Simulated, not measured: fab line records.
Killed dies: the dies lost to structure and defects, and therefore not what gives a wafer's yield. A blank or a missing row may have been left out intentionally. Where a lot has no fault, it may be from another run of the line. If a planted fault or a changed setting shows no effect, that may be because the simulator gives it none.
fab line records | flow n5Finfet | part 1 of 2: steps 1 to 22 of 29
record: lots: 5 wafers: 15 lastDay: 18
route steps=1938 shown BEOL_M4@1041
lots with no fault: from the same line, run without faults
startH: start of the lot's first displayed wafer, in hours after the record's first day | waitH: hours elapsed since this lot's preceding step | " identical to the entry in the row above | L1.1+2: a single row standing in for several wafers | - no value, or no start was given | * or withheld: withheld | < > ~ a bound
route shown NAME@n: NAME is a module with steps in the file, n the number in the route of the first one | usual: the fault-free wafers' mean and standard deviation | same: alike in all rows | chamber/n: place in a boat | sites: the reading at each site | _std_site: the standard deviation of these | _edge_site: mean of outer sites minus mean of inner sites | radiusMm: for every site, how far away it sits from the centre of the wafer | mask NAME#n: copy n | behind: the tool/chamber that last shaped the wafer | hold: the reason the lot was held/the length of the hold in hours/how it ended | device: transistor that didn't switch, given as n, p or np | end of line: the tests these same wafers got at the end of their route | a step with no rows: only its recipe | killed: dies lost to structure and defects at the first sort, not the wafer's yield | map: shows each die of a wafer: x if killed, . if not, _ if none is there
set.NAME: the setting that was run; set.NAME@STEP: the one run at that earlier step | model.NAME: the simulator's own value behind a step, which no gauge read
lots at some steps of the route; a table a step, a row a wafer
services: from which hour (startH, from the record's first day; less than 0 if before it) a tool's chamber was out of use, for how many hours, and why
== steps ==
step: N5_BEOL_M4_STRIP_65
recipe: chemistry: N2/H2 tempC: 40 n2FlowSccm: 200 h2FlowSccm: 200 rfFrequencyHz: 6e+07
columns lot.wafer tool chamber startH waitH
L080.1+2+4 rieDiel-05 3,2,0 209.04 0.1
L084.1+3+6 rieDiel-01 0,1,1 235.20 0.1
L088.1+2+6 rieDiel-03 0,2,2 246.95 0.1
L095.2+3+5 rieDiel-01 3,2,3 296.99 0.1
L096.1+5+6 rieDiel-01 0,1,2 297.68 0.1
step: N5_BEOL_M4_STRIP_75
recipe: chemistry: N2/H2 tempC: 40 n2FlowSccm: 200 h2FlowSccm: 200 rfFrequencyHz: 6e+07
columns lot.wafer tool chamber startH waitH
L080.1+2+4 rieDiel-05 3,2,0 209.05 0.0
L084.1+3+6 rieDiel-01 0,1,1 235.21 0.0
L088.1+2+6 rieDiel-03 0,2,2 246.96 0.0
L095.2+3+5 rieDiel-01 3,2,3 297.00 0.0
L096.1+5+6 rieDiel-01 0,1,2 297.69 0.0
step: N5_BEOL_M4_STRIP_66
recipe: chemistry: CF4 resist: SiARC powerW: 300 biasPowerW: 75 pressureMtorr: 50 cf4FlowSccm: 150 rfFrequencyHz: 6e+07
usual: drypumpMotorCurrentA: 5.6/0.4 oesProductAu: 0.81/0.087 rfVppV: 272.0/1.6 showerheadPlenumPTorr: 1.83/0.062 throttleValvePct: 13.55/0.27
columns lot.wafer tool chamber startH waitH drypumpMotorCurrentA oesProductAu rfHoursCounterH rfVppV showerheadPlenumPTorr throttleValvePct
L080.1 rieDiel-05 3 209.06 0.0 6.3 0.88 33 271.1 1.76 13.12
L080.2 " 2 " " 5.7 0.66 241 271.3 1.76 13.92
L080.4 " 0 " " 4.7 0.85 51 274.1 1.82 13.29
L084.1 rieDiel-01 0 235.22 0.0 5.8 0.88 28 272.7 1.82 13.45
L084.3 " 1 " " 5.0 0.67 243 271.1 1.85 14.03
L084.6 " 1 " " 5.0 0.67 - 272.2 1.85 14.03
L088.1 rieDiel-03 0 246.97 0.0 5.5 0.70 207 269.5 1.70 14.01
L088.2 " 2 " " 6.0 0.83 62 274.5 1.88 13.26
L088.6 " 2 " " 6.0 0.83 - 272.9 1.88 13.26
L095.2 rieDiel-01 3 297.01 0.0 5.6 0.73 155 271.0 1.78 13.42
L095.3 " 2 " " 5.9 0.87 44 273.5 1.89 13.62
L095.5 " 3 " " 5.6 0.73 - 271.3 1.78 13.40
L096.1 rieDiel-01 0 297.70 0.0 5.8 0.84 54 271.0 1.82 13.51
L096.5 " 1 " " 5.0 0.92 - 272.6 1.85 13.47
L096.6 " 2 " " 5.9 0.87 - 273.2 1.89 13.60
step: N5_BEOL_M4_HM_OPEN_17
recipe: chemistry: Cl2/BCl3 targetDepthA: 200 overetchA: 60 target: TiN maskMaterial: SOC ionEnergyEv: 150 pressureMtorr: 10 icpW: 1000 biasW: 126 Cl2_flow_sccm: 53.25 bcl3FlowSccm: 21.75 Ar_flow_sccm: 25
usual: bcl3FlowSccm: 21.75/0.068 drypumpMotorCurrentA: 5.6/0.53 oesProductAu: 0.62/0.085 throttleValvePct: 22.2/0.31
columns lot.wafer tool chamber startH waitH bcl3FlowSccm drypumpMotorCurrentA oesProductAu rfHoursCounterH throttleValvePct
L080.1 rieMetal-03 0 209.11 0.0 21.78 5.9 0.56 96 22.7
L080.2 " 1 " " 21.65 5.4 0.74 15 22.2
L080.4 " 0 " " 21.74 5.9 0.55 - 22.7
L084.1 rieMetal-03 1 235.26 0.0 21.74 5.4 0.74 17 22.2
L084.3 " 0 " " 21.73 5.9 0.55 - 22.8
L084.6 " 0 " " 21.76 5.9 0.55 - 22.8
L088.1 rieMetal-02 0 247.01 0.0 21.80 6.5 0.78 3 22.1
L088.2 " 0 " " 21.71 6.5 0.78 - 22.1
L088.6 " 0 " " 21.87 6.5 0.79 - 22.1
L095.2 rieMetal-01 1 297.06 0.0 21.74 5.8 0.66 48 21.8
L095.3 " 0 " " 21.89 4.8 0.55 - 22.0
L095.5 " 1 " " 21.73 5.8 0.65 - 21.9
L096.1 rieMetal-03 0 297.74 0.0 21.68 5.9 0.55 104 22.8
L096.5 " 1 " " 21.80 5.4 0.73 - 22.2
L096.6 " 0 " " 21.71 5.9 0.56 - 22.7
step: N5_BEOL_M4_STRIP_19
recipe: chemistry: O2 powerW: 400 tempC: 40 pressureMtorr: 30 rfFrequencyHz: 6e+07 biasPowerW: 0 overashFraction: 0.2 o2FlowSccm: 225
usual: drypumpMotorCurrentA: 5.5/0.43 o2FlowSccm: 225.0/0.75 oesProductAu: 0.81/0.09 rfVppV: 3.6/0.49 showerheadPlenumPTorr: 2.14/0.077 tempC: 39.98/0.11 throttleValvePct: 16.70/0.27
columns lot.wafer tool chamber startH waitH drypumpMotorCurrentA o2FlowSccm oesProductAu rfHoursCounterH rfVppV showerheadPlenumPTorr tempC throttleValvePct
L080.1 rieDiel-03 3 209.22 0.1 5.4 223.3 0.78 96 3.4 2.21 39.91 16.62
L080.2 " 2 " " 6.0 225.6 0.86 49 4.3 2.23 40.00 16.43
L080.4 " 0 " " 5.5 224.8 0.71 193 3.7 1.98 39.77 17.05
L084.1 rieDiel-03 1 235.37 0.1 5.0 225.5 0.92 18 3.7 2.21 39.93 16.41
L084.3 " 0 " " 5.5 225.3 0.73 202 3.3 1.98 39.95 17.09
L084.6 " 2 " " 6.0 224.4 0.85 - 3.5 2.22 40.13 16.44
L088.1 rieDiel-01 3 247.50 0.5 5.6 224.7 0.75 132 3.8 2.11 40.20 16.55
L088.2 " 2 " " 5.9 224.9 0.92 22 3.7 2.27 39.99 16.89
L088.6 " 1 " " 5.0 225.4 0.66 - 3.9 2.15 39.91 17.10
L095.2 rieDiel-01 2 297.17 0.1 5.9 225.3 0.88 44 3.2 2.26 40.13 16.92
L095.3 " 3 " " 5.6 226.1 0.73 155 3.4 2.11 39.97 16.59
L095.5 " 3 " " 5.6 225.2 0.72 - 2.5 2.11 39.96 16.60
L096.1 rieDiel-01 3 298.12 0.3 5.6 225.2 0.72 155 4.1 2.11 39.97 16.59
L096.5 " 3 " " 5.6 225.4 0.73 - 3.1 2.11 40.00 16.60
L096.6 " 2 " " 5.9 226.1 0.88 - 4.6 2.26 40.13 16.94
step: N5_BEOL_M4_CD_MEAS_18
recipe: pitchNm: 36 targetCdNm: 18
usual: cdNm: 18.2/0.43
columns lot.wafer tool chamber startH waitH cdNm
L080.1 cdSem-01 - 209.29 0.0 17.6
L080.2 " - " " 18.6
L080.4 " - " " 18.9
L084.1 cdSem-02 - 235.44 0.0 17.7
L084.3 " - " " 18.4
L084.6 " - " " 17.9
L088.1 cdSem-02 - 247.57 0.0 18.3
L088.2 " - " " 17.5
L088.6 " - " " 17.8
L095.2 cdSem-02 - 297.24 0.1 18.4
L095.3 " - " " 19.2
L095.5 " - " " 18.4
L096.1 cdSem-01 - 298.19 0.0 18.7
L096.5 " - " " 18.1
L096.6 " - " " 19.3
step: N5_BEOL_M4_COAT_67
recipe: resist: SOC tempC: 250 timeS: 60 spinRpm: 1500 resistThkNm: 60
columns lot.wafer tool chamber startH waitH
L080.1+2+4 lithoTrack-03 0 209.32 0.0
L084.1+3+6 lithoTrack-02 0 235.48 0.0
L088.1+2+6 lithoTrack-03 0 247.60 0.0
L095.2+3+5 lithoTrack-02 0 297.27 0.0
L096.1+5+6 lithoTrack-02 0 298.23 0.0
step: N5_BEOL_M4_COAT_68
recipe: resist: SiARC tempC: 220 timeS: 60 spinRpm: 1500 resistThkNm: 12
columns lot.wafer tool chamber startH waitH
L080.1+2+4 lithoTrack-03 0 - -
L084.1+3+6 lithoTrack-02 0 - -
L088.1+2+6 lithoTrack-03 0 - -
L095.2+3+5 lithoTrack-02 0 - -
L096.1+5+6 lithoTrack-02 0 - -
step: N5_BEOL_M4_COAT_76
recipe: resist: underlayer tempC: 205 timeS: 60 spinRpm: 1500 resistThkNm: 5
columns lot.wafer tool chamber startH waitH
L080.1+2+4 lithoTrack-03 0 - -
L084.1+3+6 lithoTrack-02 0 - -
L088.1+2+6 lithoTrack-03 0 - -
L095.2+3+5 lithoTrack-02 0 - -
L096.1+5+6 lithoTrack-02 0 - -
step: N5_BEOL_M4_COAT_22
recipe: resist: CAR-EUV spinRpm: 1500 resistThkNm: 30
columns lot.wafer tool chamber startH waitH
L080.1+2+4 lithoTrack-03 0 - -
L084.1+3+6 lithoTrack-02 0 - -
L088.1+2+6 lithoTrack-03 0 - -
L095.2+3+5 lithoTrack-02 0 - -
L096.1+5+6 lithoTrack-02 0 - -
step: N5_BEOL_M4_EBR_24
recipe: solvent: PGMEA ebrWidthMm: 1.5
columns lot.wafer tool chamber startH waitH
L080.1+2+4 lithoTrack-03 0 - -
L084.1+3+6 lithoTrack-02 0 - -
L088.1+2+6 lithoTrack-03 0 - -
L095.2+3+5 lithoTrack-02 0 - -
L096.1+5+6 lithoTrack-02 0 - -
step: N5_BEOL_M4_SOFTBAKE_23
recipe: tempC: 110 timeS: 60 resist: CAR-EUV
columns lot.wafer tool chamber startH waitH
L080.1+2+4 lithoTrack-03 0 - -
L084.1+3+6 lithoTrack-02 0 - -
L088.1+2+6 lithoTrack-03 0 - -
L095.2+3+5 lithoTrack-02 0 - -
L096.1+5+6 lithoTrack-02 0 - -
step: N5_BEOL_M4_EXPOSE_25
recipe: maskId: V3 na: 0.33 sourceShape: quasar sigmaInner: 0.2 sigmaOuter: 0.8 polarization: unpolarized defocusNm: 5 doseMj: 63
same: dipoleOpeningDeg: 30 sigmaInner: 0.2
columns lot.wafer tool chamber startH waitH mask
L080.1+2+4 euvScanner-01 0 209.58 - V3#0
L084.1+3+6 euvScanner-02 0 236.56 - V3#0
L088.1+2+6 euvScanner-01 0 247.74 - V3#0
L095.2+3+5 euvScanner-01 0 297.42 - V3#0
L096.1+5+6 euvScanner-01 0 298.36 - V3#0
step: N5_BEOL_M4_PEB_26
recipe: pebTempC: 100 pebTimeS: 60 resist: CAR-EUV
columns lot.wafer tool chamber startH waitH
L080.1+2+4 lithoTrack-04 0 209.66 0.1
L084.1+3+6 lithoTrack-04 0 236.63 0.1
L088.1+2+6 lithoTrack-02 0 247.82 0.1
L095.2+3+5 lithoTrack-03 0 297.49 0.1
L096.1+5+6 lithoTrack-04 0 298.44 0.1
step: N5_BEOL_M4_DEVELOP_27
recipe: developTimeS: 30 developer: TMAH resist: CAR-EUV rinseLiquid: surfactantRinse dry: airSpin devTempC: 23
columns lot.wafer tool chamber startH waitH
L080.1+2+4 lithoTrack-04 0 - -
L084.1+3+6 lithoTrack-04 0 - -
L088.1+2+6 lithoTrack-02 0 - -
L095.2+3+5 lithoTrack-03 0 - -
L096.1+5+6 lithoTrack-04 0 - -
step: N5_BEOL_M4_CD_MEAS_28
recipe: targetCdNm: 26.2 landingEnergyEv: 500 detector: seInlens targetCdYNm: 24.1 polarity: opening
usual: cdNm: 26.13/0.24
columns lot.wafer tool chamber startH waitH cdNm
L080.1 cdSem-03 0 209.73 - 26.09
L080.2 " 0 " " 25.90
L080.4 " 0 " " 25.59
L084.1 cdSem-01 0 236.70 - 26.25
L084.3 " 0 " " 26.20
L084.6 " 0 " " 26.35
L088.1 cdSem-03 0 247.89 - 26.25
L088.2 " 0 " " 26.33
L088.6 " 0 " " 26.00
L095.2 cdSem-01 0 297.56 - 26.28
L095.3 " 0 " " 25.99
L095.5 " 0 " " 26.12
L096.1 cdSem-02 0 298.51 - 26.52
L096.5 " 0 " " 26.50
L096.6 " 0 " " 26.62
step: N5_BEOL_M4_OVL_MEAS_29
recipe: pointsPerWafer: 522
usual: V3_OVL: 0.3/0.64
columns lot.wafer tool chamber startH waitH V3_OVL[nm]
L080.1 overlay-01 0 209.76 0.0 0.3
L080.2 " 0 " " 0.5
L080.4 " 0 " " 0.6
L084.1 overlay-02 0 236.73 0.0 -0.7
L084.3 " 0 " " 0.3
L084.6 " 0 " " -0.2
L088.1 overlay-01 0 247.92 0.0 0.1
L088.2 " 0 " " 0.2
L088.6 " 0 " " -0.3
L095.2 overlay-02 0 297.59 0.0 0.0
L095.3 " 0 " " 0.0
L095.5 " 0 " " -0.3
L096.1 overlay-02 0 298.54 0.0 0.1
L096.5 " 0 " " 1.4
L096.6 " 0 " " 0.9
step: N5_BEOL_M4_INSPECT_30
recipe: mode: adi inspectInstrument: brightfield
usual: rawDefectCount: 393/93
columns lot.wafer tool chamber startH waitH rawDefectCount
L080.1 defectInspect-01 - 209.82 0.1 591
L080.2 " - " " 420
L080.4 " - " " 944
L084.1 defectInspect-02 - 236.79 0.1 267
L084.3 " - " " 324
L084.6 " - " " 322
L088.1 defectInspect-02 - 247.97 0.1 276
L088.2 " - " " 255
L088.6 " - " " 291
L095.2 defectInspect-01 - 297.65 0.0 335
L095.3 " - " " 316
L095.5 " - " " 486
L096.1 defectInspect-02 - 298.60 0.1 368
L096.5 " - " " 474
L096.6 " - " " 313
step: N5_BEOL_M4_DESCUM_33
recipe: chemistry: O2 timeS: 7 sourcePowerW: 50 biasPowerW: 20 pressureMtorr: 20 rfFrequencyHz: 2.712e+07 tempC: 40 resist: CAR-EUV o2FlowSccm: 225
usual: drypumpMotorCurrentA: 5.6/0.42 o2FlowSccm: 224.9/0.74 oesProductAu: 0.82/0.088 rfVppV: 243.5/1.5 showerheadPlenumPTorr: 2.13/0.083 tempC: 40.00/0.11 throttleValvePct: 20.46/0.27
columns lot.wafer tool chamber startH waitH drypumpMotorCurrentA o2FlowSccm oesProductAu rfHoursCounterH rfVppV showerheadPlenumPTorr tempC throttleValvePct
L080.1 rieDiel-03 2 209.85 0.0 6.0 224.2 0.86 49 244.6 2.22 40.04 20.22
L080.2 " 0 " " 5.5 224.1 0.72 193 241.3 1.98 39.91 20.86
L080.4 " 3 " " 5.4 225.6 0.78 96 245.6 2.20 40.06 20.42
L084.1 rieDiel-05 1 236.82 0.0 5.6 225.7 0.75 136 242.9 2.04 39.82 20.72
L084.3 " 2 " " 5.7 225.8 0.65 251 241.4 2.06 39.85 20.69
L084.6 " 3 " " 6.3 225.9 0.88 - 242.7 2.07 39.91 20.07
L088.1 rieDiel-05 0 248.01 0.0 4.7 224.0 0.84 65 243.7 2.13 39.99 20.19
L088.2 " 2 " " 5.8 224.5 0.66 256 242.2 2.06 40.00 20.71
L088.6 " 0 " " 4.7 223.9 0.84 - 242.7 2.13 39.92 20.19
L095.2 rieDiel-03 0 298.21 0.6 5.5 225.5 0.70 226 240.5 1.97 40.07 20.89
L095.3 " 1 " " 5.0 225.2 0.87 40 245.7 2.20 40.16 20.20
L095.5 " 3 " " 5.4 226.0 0.75 - 244.4 2.19 40.09 20.46
L096.1 rieDiel-01 0 299.66 1.1 5.8 224.4 0.85 55 243.8 2.13 39.86 20.51
L096.5 " 2 " " 5.9 224.3 0.89 - 243.9 2.26 40.15 20.76
L096.6 " 3 " " 5.6 225.5 0.73 - 242.9 2.10 40.05 20.33
step: N5_BEOL_M4_ETCH_77
recipe: chemistry: N2/H2 target: underlayer targetDepthA: 65 maskMaterial: CAR-EUV timeS: 5.2 ionEnergyEv: 200 pressureMtorr: 30 sourceW: 840 biasW: 150 n2FlowSccm: 200 h2FlowSccm: 200 ends: cleared
usual: drypumpMotorCurrentA: 5.6/0.42 etchRfOnTimeS: 5.21/0.16 oesProductAu: 0.69/0.075 rfVppV: 525/3.1 showerheadPlenumPTorr: 2.57/0.098 throttleValvePct: 17.8/0.38
columns lot.wafer tool chamber startH waitH drypumpMotorCurrentA etchRfOnTimeS oesProductAu rfHoursCounterH rfVppV showerheadPlenumPTorr throttleValvePct
L080.1 rieDiel-03 2 209.89 0.0 6.0 4.89 0.76 49 528 2.67 17.4
L080.2 " 0 " " 5.5 5.33 0.60 193 520 2.42 18.4
L080.4 " 3 " " 5.4 5.43 0.67 96 528 2.65 17.6
L084.1 rieDiel-05 1 236.86 0.0 5.6 5.18 0.66 136 521 2.43 17.9
L084.3 " 2 " " 5.7 5.20 0.57 251 523 2.48 18.0
L084.6 " 3 " " 6.3 5.24 0.74 - 521 2.45 17.1
L088.1 rieDiel-05 0 248.05 0.0 4.7 5.24 0.70 65 525 2.58 17.5
L088.2 " 2 " " 5.8 5.21 0.56 256 521 2.47 18.0
L088.6 " 0 " " 4.7 5.20 0.69 - 526 2.58 17.5
L095.2 rieDiel-03 0 298.24 0.0 5.5 5.37 0.58 226 519 2.41 18.5
L095.3 " 1 " " 5.0 5.03 0.74 40 529 2.71 17.8
L095.5 " 3 " " 5.5 5.51 0.64 - 528 2.64 17.6
L096.1 rieDiel-01 0 299.69 0.0 5.8 5.21 0.73 55 524 2.57 17.9
L096.5 " 2 " " 5.9 5.17 0.75 - 526 2.67 17.7
L096.6 " 3 " " 5.6 5.40 0.63 - 521 2.53 17.6
step: N5_BEOL_M4_ETCH_69
recipe: chemistry: CF4 target: SiARC targetDepthA: 156 maskMaterial: CAR-EUV timeS: 26 ionEnergyEv: 80 pressureMtorr: 40 sourceW: 545 biasW: 36 Ar_flow_sccm: 100 cf4FlowSccm: 100 ends: cleared
usual: drypumpMotorCurrentA: 5.6/0.41 etchRfOnTimeS: 26.1/0.83 oesProductAu: 0.70/0.076 rfVppV: 184.4/1.2 showerheadPlenumPTorr: 2.18/0.079 throttleValvePct: 15.59/0.25
columns lot.wafer tool chamber startH waitH drypumpMotorCurrentA etchRfOnTimeS oesProductAu rfHoursCounterH rfVppV showerheadPlenumPTorr throttleValvePct
L080.1 rieDiel-03 2 209.90 0.0 6.0 24.6 0.75 49 185.4 2.26 15.31
L080.2 " 0 " " 5.5 26.6 0.60 193 183.0 2.04 16.03
L080.4 " 3 " " 5.4 27.5 0.67 96 186.6 2.24 15.54
L084.1 rieDiel-05 1 236.88 0.0 5.6 26.4 0.66 136 183.2 2.06 15.72
L084.3 " 2 " " 5.7 25.9 0.57 251 182.2 2.09 15.87
L084.6 " 3 " " 6.3 26.5 0.75 - 184.1 2.11 15.22
L088.1 rieDiel-05 0 248.06 0.0 4.7 25.9 0.71 65 184.9 2.18 15.38
L088.2 " 2 " " 5.7 26.1 0.56 256 184.9 2.09 15.89
L088.6 " 0 " " 4.7 26.1 0.70 - 185.0 2.18 15.39
L095.2 rieDiel-03 0 298.26 0.0 5.5 26.9 0.59 226 183.0 2.03 16.10
L095.3 " 1 " " 5.0 25.1 0.75 40 186.2 2.27 15.53
L095.5 " 3 " " 5.4 27.7 0.64 - 186.1 2.23 15.60
L096.1 rieDiel-01 0 299.71 0.0 5.8 26.5 0.73 55 184.7 2.18 15.62
L096.5 " 2 " " 5.9 25.5 0.75 - 186.0 2.27 15.67
L096.6 " 3 " " 5.6 26.9 0.63 - 184.3 2.13 15.44
step: N5_BEOL_M4_ALD_98
recipe: material: SiO2 targetThkA: 25 tempC: 100 aldPrecursorFamily: BDEAS aldCoReactant: O2-plasma pulseTimeS: 1 coReactantPulseTimeS: 1 purgeTimeS: 2 coReactantPurgeTimeS: 2 aldCycles: 17 pressureTorr: 2
usual: heaterPowerW: 79/7.6 precursorPulseHeightRel: 1.002/0.019
columns lot.wafer tool chamber startH waitH heaterPowerW precursorPulseHeightRel
L080.1 aldSin-04 0 210.06 0.1 69 1.035
L080.2 " 1 " " 91 1.013
L080.4 " 3 " " 66 0.992
L084.1 aldSin-01 0 236.96 0.1 84 1.007
L084.3 " 1 " " 82 0.979
L084.6 " 1 " " 83 0.992
L088.1 aldSin-04 0 248.15 0.1 71 1.003
L088.2 " 1 " " 88 0.984
L088.6 " 1 " " 89 0.973
L095.2 aldSin-01 2 298.63 0.3 78 1.017
L095.3 " 1 " " 80 1.007
L095.5 " 0 " " 87 0.997
L096.1 aldSin-01 0 300.01 0.3 87 1.028
L096.5 " 3 " " 77 0.990
L096.6 " 0 " " 88 1.005
